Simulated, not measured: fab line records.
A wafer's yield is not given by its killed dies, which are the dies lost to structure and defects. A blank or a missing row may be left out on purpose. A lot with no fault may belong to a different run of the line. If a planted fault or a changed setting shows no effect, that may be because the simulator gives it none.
fab line records	flow n5_finfet	part 1 of 2: steps 1 to 4 of 6
record lots=20	wafers=60	last_day=18
route steps=1938 shown MOL_CONTACT_COAG@581 BEOL_M0_SAQP@635
lots that met no fault: taken from a fault-free run of the same line
start_h: hours from the record's first day to the start of the lot's first wafer shown	wait_h: hours from the lot's prior step to this one	" the same as in the row above	L1.1+2: a single row standing in for several wafers	- either no value or no given start	* or withheld: withheld	< > ~ a bound
route shown NAME@n: NAME is a module with steps in the file, n the number in the route of the first one	usual: mean and standard deviation over wafers with no fault	same: alike in all rows	chamber/n: place in a boat	sites: each site's reading	_std_site: the values' standard deviation	_edge_site: outer sites' mean less inner sites'	radius_mm: for every site, how far away it sits from the centre of the wafer	mask NAME#n: copy n	behind: the most recent tool/chamber to have shaped the wafer	hold: why the lot was held/for how many hours/how that ended	device: names the non-switching transistor (n, p or np)	end of line: the route-end tests of the same wafers	where a step has no rows: the recipe by itself	killed: the dies lost at the first sort to structure and to defects; this is not the yield of the wafer	map: per-die view of a wafer (x killed, . not killed, _ where there is no die)
set.NAME: the run value of the setting; set.NAME@STEP: its run value at that earlier step	model.NAME: the simulator's own value behind a step, which no gauge read
one table for each step of the route and one row for each wafer, over a sample of lots
services: a tool's chamber out of use, with start hour (start_h, from the record's first day; less than 0 if before it), hours out, and reason
## steps
# step N5_MOL_CONTACT_COAG_ETCH_91
# recipe chemistry=N2/H2	target=SOC	target_depth_a=600	overetch_a=210	mask_material=SiARC	temp_c=40	time_s=101.2	ion_energy_ev=200	pressure_mtorr=30	source_w=840	bias_w=150	n2_flow_sccm=200	h2_flow_sccm=200
# usual drypump_motor_current_A=5.5/0.47	oes_product_au=0.68/0.052	rf_vpp_V=525.5/2.3	showerhead_plenum_p_Torr=2.60/0.08	throttle_valve_pct=17.85/0.27
lot.wafer	tool	chamber	start_h	wait_h	drypump_motor_current_A	oes_product_au	rf_hours_counter_h	rf_vpp_V	showerhead_plenum_p_Torr	throttle_valve_pct
L074.1	rie_diel-02	2	100.88	0.0	6.4	0.74	31	528.1	2.67	17.45
L074.2	"	0	"	"	4.9	0.65	131	524.9	2.57	17.85
L074.3	"	1	"	"	5.0	0.70	74	528.2	2.70	17.84
L075.1	rie_diel-01	0	108.79	0.0	6.0	0.60	218	521.9	2.42	18.16
L075.4	"	3	"	"	5.7	0.67	-	525.1	2.56	18.12
L075.6	"	2	"	"	5.2	0.71	-	526.5	2.59	17.50
L076.3	rie_diel-02	1	109.77	0.0	5.0	0.69	77	527.2	2.70	17.83
L076.4	"	0	"	"	4.9	0.66	133	523.8	2.57	17.86
L076.5	"	3	"	"	5.2	0.65	-	524.6	2.58	17.94
L077.4	rie_diel-02	0	118.44	0.0	4.9	0.66	136	525.1	2.56	17.86
L077.5	"	1	"	"	5.0	0.69	-	527.9	2.70	17.86
L077.6	"	2	"	"	6.3	0.72	-	528.3	2.67	17.48
L078.2	rie_diel-05	3	129.53	0.0	5.1	0.72	60	523.8	2.61	18.14
L078.4	"	1	"	"	5.6	0.66	116	527.9	2.64	17.18
L078.5	"	3	"	"	5.1	0.72	-	523.5	2.61	18.14
L079.1	rie_diel-02	1	129.72	0.0	5.0	0.69	84	527.7	2.70	17.85
L079.2	"	3	"	"	5.2	0.64	117	525.9	2.57	17.95
L079.3	"	0	"	"	4.9	0.65	140	523.9	2.56	17.86
L080.2	rie_diel-02	1	144.06	0.0	5.0	0.68	90	528.3	2.70	17.88
L080.4	"	1	"	"	5.0	0.68	-	527.5	2.70	17.87
L080.5	"	0	"	"	4.9	0.64	-	524.0	2.56	17.88
L081.2	rie_diel-01	1	144.41	0.0	5.7	0.76	13	527.8	2.72	18.11
L081.3	"	0	"	"	6.1	0.59	230	519.5	2.41	18.17
L081.5	"	1	"	"	5.7	0.76	-	528.4	2.72	18.10
L082.1	rie_diel-05	1	148.25	0.0	5.6	0.65	123	526.4	2.63	17.19
L082.4	"	2	"	"	5.2	0.59	238	525.3	2.63	17.99
L082.6	"	3	"	"	5.1	0.72	-	525.9	2.61	18.16
L083.1	rie_diel-02	2	154.11	0.0	6.3	0.72	47	528.2	2.66	17.49
L083.3	"	0	"	"	4.9	0.64	150	523.7	2.56	17.89
L083.4	"	1	"	"	5.0	0.68	94	527.9	2.69	17.87
L085.1	rie_diel-05	1	167.95	0.0	5.6	0.65	131	527.4	2.63	17.21
L085.2	"	2	"	"	5.2	0.59	244	524.9	2.63	18.01
L085.3	"	3	"	"	5.1	0.71	76	524.2	2.60	18.16
L086.3	rie_diel-01	0	176.86	0.0	6.0	0.58	244	520.2	2.41	18.18
L086.4	"	3	"	"	5.7	0.65	116	524.3	2.55	18.16
L086.6	"	3	"	"	5.7	0.65	-	525.0	2.55	18.15
L087.2	rie_diel-02	1	182.17	0.0	5.0	0.67	99	528.1	2.69	17.87
L087.3	"	2	"	"	6.4	0.71	-	527.4	2.66	17.50
L087.4	"	1	"	"	5.0	0.67	-	526.5	2.69	17.90
L088.3	rie_diel-02	3	190.11	0.0	5.2	0.63	133	525.1	2.57	17.97
L088.4	"	2	"	"	6.4	0.72	58	527.8	2.66	17.51
L088.5	"	3	"	"	5.2	0.63	-	523.6	2.57	17.97
L090.1	rie_diel-02	3	198.19	0.0	5.2	0.63	136	525.4	2.56	17.99
L090.2	"	0	"	"	4.9	0.63	157	524.7	2.56	17.90
L090.3	"	1	"	"	5.0	0.67	105	527.8	2.69	17.88
L091.1	rie_diel-01	1	209.66	0.0	5.7	0.72	39	528.4	2.71	18.16
L091.5	"	3	"	"	5.7	0.63	-	524.0	2.55	18.18
L091.6	"	2	"	"	5.2	0.66	-	525.1	2.58	17.56
L092.1	rie_diel-02	0	211.14	0.0	4.9	0.64	160	523.1	2.55	17.92
L092.3	"	3	"	"	5.2	0.62	139	525.4	2.56	17.99
L092.4	"	2	"	"	6.4	0.70	63	526.2	2.66	17.51
L093.2	rie_diel-01	3	218.12	0.0	5.7	0.64	133	524.0	2.55	18.20
L093.4	"	2	"	"	5.2	0.66	101	523.5	2.57	17.57
L093.6	"	0	"	"	6.0	0.82	-	528.6	2.72	17.67
L094.2	rie_diel-01	1	220.56	0.0	5.7	0.71	44	527.1	2.71	18.15
L094.3	"	2	"	"	5.2	0.66	101	525.0	2.57	17.57
L094.5	"	2	"	"	5.2	0.67	-	525.8	2.57	17.57
L096.1	rie_diel-05	2	239.26	0.0	5.2	0.80	8	526.5	2.62	17.61
L096.4	"	1	"	"	5.6	0.62	159	526.6	2.62	17.26
L096.6	"	1	"	"	5.6	0.62	-	526.7	2.62	17.24
# step N5_MOL_CONTACT_COAG_STRIP_96
# recipe chemistry=N2/H2	power_w=500	temp_c=40	pressure_mtorr=50	rf_frequency_hz=6e+07	overash_fraction=0.3	bias_power_w=28	h2_frac=0.5	n2_flow_sccm=300	h2_flow_sccm=300
# usual drypump_motor_current_A=5.5/0.48	oes_product_au=0.81/0.068	rf_vpp_V=122.2/1.2	showerhead_plenum_p_Torr=3.44/0.1	throttle_valve_pct=19.0/0.42
lot.wafer	tool	chamber	start_h	wait_h	drypump_motor_current_A	oes_product_au	rf_hours_counter_h	rf_vpp_V	showerhead_plenum_p_Torr	throttle_valve_pct
L074.1	rie_diel-02	2	101.07	0.0	6.4	0.89	31	124.0	3.52	18.4
L074.2	"	0	"	"	4.9	0.80	131	122.1	3.39	19.0
L074.3	"	1	"	"	5.0	0.82	74	123.6	3.56	18.9
L075.1	rie_diel-01	0	108.98	0.0	6.0	0.71	218	120.0	3.20	19.3
L075.4	"	3	"	"	5.7	0.79	-	121.6	3.39	19.6
L075.6	"	2	"	"	5.2	0.84	-	122.8	3.42	18.6
L076.3	rie_diel-02	1	109.96	0.0	5.0	0.81	77	122.7	3.56	18.9
L076.4	"	0	"	"	4.9	0.79	133	123.3	3.39	19.0
L076.5	"	3	"	"	5.2	0.77	-	122.5	3.40	19.0
L077.4	rie_diel-02	0	118.63	0.0	4.9	0.78	136	122.7	3.39	19.0
L077.5	"	1	"	"	5.0	0.83	-	123.8	3.56	19.0
L077.6	"	2	"	"	6.4	0.88	-	123.1	3.52	18.4
L078.2	rie_diel-05	3	129.72	0.0	5.1	0.87	60	124.0	3.44	19.7
L078.4	"	1	"	"	5.6	0.79	116	121.6	3.48	18.1
L078.5	"	3	"	"	5.1	0.88	-	119.0	3.44	19.7
L079.1	rie_diel-02	1	129.91	0.0	5.0	0.80	84	124.1	3.56	19.0
L079.2	"	3	"	"	5.2	0.77	118	121.5	3.40	19.1
L079.3	"	0	"	"	4.9	0.79	140	119.8	3.38	19.0
L080.2	rie_diel-02	1	144.25	0.0	5.0	0.81	91	121.7	3.55	18.9
L080.4	"	1	"	"	5.0	0.80	-	121.3	3.55	19.0
L080.5	"	0	"	"	4.9	0.79	-	121.3	3.38	19.1
L081.2	rie_diel-01	1	144.60	0.0	5.7	0.92	13	122.4	3.59	19.4
L081.3	"	0	"	"	6.1	0.70	230	119.8	3.19	19.3
L081.5	"	1	"	"	5.7	0.92	-	121.2	3.59	19.4
L082.1	rie_diel-05	1	148.44	0.0	5.6	0.78	123	122.0	3.47	18.2
L082.4	"	2	"	"	5.2	0.69	239	120.3	3.47	19.3
L082.6	"	3	"	"	5.1	0.87	-	122.8	3.44	19.7
L083.1	rie_diel-02	2	154.30	0.0	6.4	0.86	47	121.3	3.51	18.4
L083.3	"	0	"	"	4.9	0.77	150	122.1	3.38	19.1
L083.4	"	1	"	"	5.0	0.79	94	122.4	3.55	19.0
L085.1	rie_diel-05	1	168.14	0.0	5.6	0.77	131	122.2	3.47	18.2
L085.2	"	2	"	"	5.2	0.68	244	121.0	3.47	19.3
L085.3	"	3	"	"	5.1	0.85	76	123.1	3.43	19.7
L086.3	rie_diel-01	0	177.05	0.0	6.0	0.69	244	121.8	3.18	19.3
L086.4	"	3	"	"	5.7	0.78	116	121.0	3.37	19.6
L086.6	"	3	"	"	5.8	0.76	-	120.9	3.37	19.6
L087.2	rie_diel-02	1	182.45	0.1	5.0	0.79	99	121.4	3.55	19.0
L087.3	"	2	"	"	6.4	0.86	-	122.5	3.51	18.4
L087.4	"	1	"	"	5.0	0.80	-	121.4	3.55	19.0
L088.3	rie_diel-02	3	190.30	0.0	5.2	0.76	133	119.5	3.39	19.1
L088.4	"	2	"	"	6.4	0.85	58	122.0	3.51	18.4
L088.5	"	3	"	"	5.2	0.76	-	122.0	3.39	19.1
L090.1	rie_diel-02	3	198.38	0.0	5.2	0.74	136	122.1	3.39	19.1
L090.2	"	0	"	"	4.9	0.77	157	121.0	3.38	19.1
L090.3	"	1	"	"	5.0	0.78	105	124.9	3.54	19.0
L091.1	rie_diel-01	1	209.85	0.0	5.7	0.88	39	122.3	3.57	19.5
L091.5	"	3	"	"	5.7	0.76	-	122.6	3.37	19.6
L091.6	"	2	"	"	5.1	0.79	-	121.7	3.40	18.6
L092.1	rie_diel-02	0	211.33	0.0	4.9	0.76	160	121.8	3.37	19.1
L092.3	"	3	"	"	5.2	0.74	139	124.2	3.38	19.1
L092.4	"	2	"	"	6.4	0.83	64	123.0	3.50	18.4
L093.2	rie_diel-01	3	218.31	0.0	5.8	0.75	133	122.7	3.36	19.6
L093.4	"	2	"	"	5.2	0.79	101	122.2	3.40	18.6
L093.6	"	0	"	"	6.0	1.00	-	123.3	3.59	18.8
L094.2	rie_diel-01	1	220.75	0.0	5.8	0.87	44	121.9	3.57	19.5
L094.3	"	2	"	"	5.2	0.79	102	121.4	3.40	18.7
L094.5	"	2	"	"	5.2	0.79	-	124.9	3.40	18.6
L096.1	rie_diel-05	2	239.45	0.0	5.2	0.96	8	122.6	3.46	19.0
L096.4	"	1	"	"	5.6	0.75	159	122.4	3.45	18.2
L096.6	"	1	"	"	5.6	0.74	-	120.8	3.45	18.2
# step N5_MOL_CONTACT_COAG_VIA_ETCH_117
# recipe chemistry=C4F6/O2	target_depth_a=400	overetch_a=80	mask_material=SOC	target=SiO2	bias_w=455	pressure_mtorr=10	time_s=26	source_w=325	Ar_flow_sccm=300	C4F6_flow_sccm=10	O2_flow_sccm=10	ion_energy_ev=575.3	ends=end_point
# usual drypump_motor_current_A=5.5/0.37	oes_f_703_au=0.81/0.08	oes_product_au=0.73/0.055	rf_vpp_V=1607/30	showerhead_plenum_p_Torr=2.89/0.092	throttle_valve_pct=41.0/0.56
lot.wafer	tool	chamber	start_h	wait_h	drypump_motor_current_A	oes_f_703_au	oes_product_au	rf_hours_counter_h	rf_vpp_V	showerhead_plenum_p_Torr	throttle_valve_pct
L074.1	rie_diel-02	2	102.51	0.0	6.3	0.84	0.79	31	1566	3.04	41.4
L074.2	"	3	"	"	5.2	0.84	0.68	108	1588	2.86	40.7
L074.3	"	1	"	"	5.0	0.77	0.76	75	1595	3.02	41.8
L075.1	rie_diel-05	0	110.48	0.0	5.4	0.97	0.80	27	1564	2.79	41.8
L075.4	"	3	"	"	5.1	0.86	0.77	55	1625	2.87	41.0
L075.6	"	2	"	"	5.2	0.69	0.64	-	1597	2.90	40.7
L076.3	rie_diel-05	0	111.42	0.0	5.4	0.98	0.80	27	1562	2.79	41.8
L076.4	"	1	"	"	5.6	0.80	0.71	111	1648	2.98	40.1
L076.5	"	0	"	"	5.4	0.98	0.80	-	1564	2.79	41.8
L077.4	rie_diel-01	0	120.22	0.0	6.1	0.71	0.63	223	1617	2.67	41.3
L077.5	"	0	"	"	6.1	0.71	0.63	-	1619	2.67	41.3
L077.6	"	3	"	"	5.7	0.78	0.71	-	1575	2.88	41.3
L078.2	rie_diel-01	3	131.63	0.0	5.7	0.77	0.71	98	1575	2.87	41.3
L078.4	"	2	"	"	5.2	0.76	0.75	67	1616	2.86	40.7
L078.5	"	3	"	"	5.7	0.77	0.71	-	1576	2.87	41.3
L079.1	rie_diel-05	3	131.85	0.0	5.1	0.86	0.77	61	1625	2.87	41.0
L079.2	"	2	"	"	5.2	0.69	0.64	232	1597	2.90	40.7
L079.3	"	1	"	"	5.6	0.80	0.70	117	1649	2.98	40.1
L080.2	rie_diel-05	1	145.52	0.0	5.6	0.79	0.69	121	1650	2.98	40.1
L080.4	"	3	"	"	5.1	0.85	0.75	67	1624	2.86	41.0
L080.5	"	3	"	"	5.1	0.84	0.76	-	1625	2.86	41.0
L081.2	rie_diel-01	3	146.24	0.0	5.7	0.77	0.71	104	1576	2.87	41.3
L081.3	"	2	"	"	5.2	0.76	0.75	73	1617	2.86	40.6
L081.5	"	1	"	"	5.7	0.86	0.80	-	1632	3.02	41.4
L082.1	rie_diel-02	3	150.40	0.0	5.2	0.82	0.67	126	1585	2.86	40.7
L082.4	"	1	"	"	5.0	0.75	0.74	93	1596	3.01	41.8
L082.6	"	1	"	"	5.0	0.75	0.74	-	1595	3.01	41.8
L083.1	rie_diel-05	3	157.04	0.0	5.1	0.84	0.76	71	1624	2.86	41.0
L083.3	"	0	"	"	5.4	0.95	0.78	42	1564	2.78	41.8
L083.4	"	1	"	"	5.6	0.79	0.69	125	1649	2.98	40.1
L085.1	rie_diel-05	1	169.78	0.0	5.6	0.78	0.69	132	1647	2.97	40.1
L085.2	"	3	"	"	5.1	0.84	0.75	76	1625	2.86	41.0
L085.3	"	0	"	"	5.4	0.94	0.78	48	1563	2.78	41.8
L086.3	rie_diel-01	0	178.42	0.0	6.0	0.70	0.62	244	1619	2.66	41.3
L086.4	"	2	"	"	5.3	0.75	0.73	84	1616	2.86	40.6
L086.6	"	2	"	"	5.2	0.75	0.74	-	1617	2.85	40.6
L087.2	rie_diel-05	2	183.69	0.0	5.2	0.68	0.63	249	1596	2.89	40.7
L087.3	"	3	"	"	5.1	0.84	0.75	81	1622	2.86	41.0
L087.4	"	1	"	"	5.6	0.78	0.69	137	1647	2.97	40.1
L088.3	rie_diel-01	1	192.18	0.0	5.7	0.82	0.78	31	1631	3.01	41.4
L088.4	"	0	"	"	6.0	0.70	0.63	249	1618	2.66	41.3
L088.5	"	2	"	"	5.2	0.74	0.73	-	1616	2.85	40.7
L090.1	rie_diel-05	1	199.83	0.0	5.6	0.77	0.68	144	1647	2.97	40.1
L090.2	"	0	"	"	5.4	0.92	0.76	60	1563	2.77	41.8
L090.3	"	3	"	"	5.1	0.83	0.75	89	1624	2.85	41.0
L091.1	rie_diel-05	2	211.40	0.0	5.2	0.96	0.88	1	1596	2.89	40.6
L091.5	"	0	"	"	5.4	0.92	0.76	-	1564	2.77	41.8
L091.6	"	1	"	"	5.6	0.77	0.67	-	1647	2.97	40.1
L092.1	rie_diel-02	2	213.29	0.0	6.4	0.79	0.75	64	1565	3.02	41.4
L092.3	"	3	"	"	5.2	0.80	0.67	140	1585	2.85	40.7
L092.4	"	0	"	"	4.9	0.77	0.68	161	1637	2.81	41.1
L093.2	rie_diel-02	2	219.63	0.0	6.4	0.79	0.75	66	1565	3.02	41.4
L093.4	"	0	"	"	4.9	0.75	0.67	164	1637	2.80	41.1
L093.6	"	3	"	"	5.2	0.80	0.66	-	1585	2.85	40.7
L094.2	rie_diel-01	0	222.06	0.0	6.1	0.98	0.86	3	1644	2.99	40.2
L094.3	"	3	"	"	5.7	0.74	0.69	135	1573	2.86	41.3
L094.5	"	3	"	"	5.7	0.75	0.68	-	1574	2.86	41.3
L096.1	rie_diel-01	0	241.09	0.0	6.0	0.94	0.84	11	1647	2.99	40.2
L096.4	"	3	"	"	5.7	0.74	0.68	143	1573	2.85	41.3
L096.6	"	1	"	"	5.7	0.79	0.75	-	1630	3.00	41.4
# step N5_BEOL_M0_SAQP_PECVD_03
# recipe material=SiCN	target_thk_a=120	temp_c=withheld	precursor=3MS/NH3	pressure_torr=3	rf_w=202	time_s=21.1
# usual showerhead_plenum_p_Torr=3.675/0.018	throttle_valve_pct=9.1/0.31
lot.wafer	tool	chamber	start_h	wait_h	showerhead_plenum_p_Torr	throttle_valve_pct
L074.1	pecvd-02	0	107.71	0.1	3.672	9.4
L074.2	"	1	"	"	3.692	9.4
L074.3	"	2	"	"	3.643	8.8
L075.1	pecvd-02	2	115.43	0.1	3.645	8.9
L075.4	"	1	"	"	3.693	9.7
L075.6	"	2	"	"	3.641	8.9
L076.3	pecvd-04	2	119.53	0.1	3.701	8.6
L076.4	"	2	"	"	3.696	8.8
L076.5	"	0	"	"	3.683	9.2
L077.4	pecvd-02	2	125.50	0.1	3.636	8.8
L077.5	"	0	"	"	3.665	9.1
L077.6	"	1	"	"	3.689	9.6
L078.2	pecvd-02	1	136.77	0.1	3.678	9.6
L078.4	"	0	"	"	3.686	9.3
L078.5	"	1	"	"	3.689	9.6
L079.1	pecvd-03	0	139.85	0.1	3.650	9.1
L079.2	"	1	"	"	3.668	9.3
L079.3	"	2	"	"	3.659	8.5
L080.2	pecvd-03	1	150.63	0.1	3.663	9.1
L080.4	"	2	"	"	3.662	8.4
L080.5	"	1	"	"	3.663	9.7
L081.2	pecvd-04	0	154.22	0.1	3.678	8.7
L081.3	"	2	"	"	3.710	8.4
L081.5	"	1	"	"	3.668	9.0
L082.1	pecvd-03	2	158.87	0.1	3.650	8.6
L082.4	"	2	"	"	3.659	8.6
L082.6	"	0	"	"	3.655	9.0
L083.1	pecvd-02	0	162.49	0.1	3.686	9.4
L083.3	"	1	"	"	3.686	9.3
L083.4	"	1	"	"	3.679	9.7
L085.1	pecvd-02	1	174.94	0.1	3.688	9.3
L085.2	"	0	"	"	3.690	9.5
L085.3	"	1	"	"	3.677	9.4
L086.3	pecvd-03	2	184.38	0.1	3.656	8.8
L086.4	"	2	"	"	3.653	8.7
L086.6	"	0	"	"	3.657	8.8
L087.2	pecvd-02	0	189.65	0.1	3.672	9.5
L087.3	"	0	"	"	3.667	9.2
L087.4	"	1	"	"	3.689	9.3
L088.3	pecvd-04	2	197.23	0.1	3.710	8.6
L088.4	"	1	"	"	3.668	8.8
L088.5	"	2	"	"	3.694	8.8
L090.1	pecvd-04	1	207.36	0.1	3.673	9.0
L090.2	"	2	"	"	3.697	8.9
L090.3	"	0	"	"	3.677	9.1
L091.1	pecvd-04	2	216.78	0.1	3.710	8.8
L091.5	"	0	"	"	3.679	9.0
L091.6	"	1	"	"	3.660	8.9
L092.1	pecvd-04	0	220.41	0.1	3.672	9.0
L092.3	"	2	"	"	3.697	9.1
L092.4	"	2	"	"	3.701	8.8
L093.2	pecvd-04	2	225.57	0.1	3.700	8.8
L093.4	"	1	"	"	3.671	8.9
L093.6	"	0	"	"	3.683	9.1
L094.2	pecvd-04	0	229.07	0.1	3.675	9.3
L094.3	"	1	"	"	3.681	9.0
L094.5	"	0	"	"	3.672	8.9
L096.1	pecvd-04	0	245.83	0.1	3.680	9.1
L096.4	"	0	"	"	3.684	9.1
L096.6	"	1	"	"	3.671	8.7
